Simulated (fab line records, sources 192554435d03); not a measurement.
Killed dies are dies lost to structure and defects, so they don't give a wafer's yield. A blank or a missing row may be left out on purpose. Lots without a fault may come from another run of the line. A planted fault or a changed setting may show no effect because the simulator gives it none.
One fault seen from 2 desks | flow n5_finfet | each desk has only its own numbers; what lay behind them comes last

THE TOOL OWNER'S DESK: remote_plasma-02
The tool's own readings at N5_MOL_CONTACT_COAG_PRECLEAN_111 (cleans in NF3:NH3, afs cycles 1, time 20 s, sublimation time 60 s): means of the sampled wafers that have a number, for each lot that ran on this tool. A lot is out of limits, marked OUT, if its mean lies more than 4 standard deviations from the usual mean; the brackets give that distance.
Columns: A = temp_c at N5_MOL_CONTACT_COAG_PRECLEAN_111, usual 30.01 C
lot  | first seen here | A
L740 | day 7 04:53     | 29.88
L741 | day 7 10:50     | 30.00
L752 | day 10 08:16    | 29.89
This desk's finding: nothing out of limits on any of the 3 lots.

THE METROLOGY DESK
What the gauges read, lot by lot, whatever tool the lot ran on: means of the sampled wafers that have a number. A lot is out of limits, marked OUT, if its mean lies more than 4 standard deviations from the usual mean; the brackets give that distance.
Columns: A = cd_nm at N5_MOL_CONTACT_COAG_CD_MEAS_99, usual 17.0 nm; B = MD_CAP_THK at N5_MOL_CONTACT_COAG_THK_MEAS_29, usual 17.90 nm
lot  | first seen here | A    | B
L740 | day 7 04:17     | 16.9 | 18.12
L741 | day 7 10:32     | 17.2 | 18.16
L743 | day 7 20:32     | 17.0 | 17.89
L747 | day 9 00:23     | 16.7 | 17.91
L751 | day 9 19:36     | 16.7 | 17.85
L752 | day 10 07:58    | 17.5 | 18.08
This desk's finding: nothing out of limits on any of the 6 lots.

PUT TOGETHER
The tool owner's desk saw nothing out of limits.
The metrology desk saw nothing out of limits.

WHAT THE SIMULATOR HAD PUT IN
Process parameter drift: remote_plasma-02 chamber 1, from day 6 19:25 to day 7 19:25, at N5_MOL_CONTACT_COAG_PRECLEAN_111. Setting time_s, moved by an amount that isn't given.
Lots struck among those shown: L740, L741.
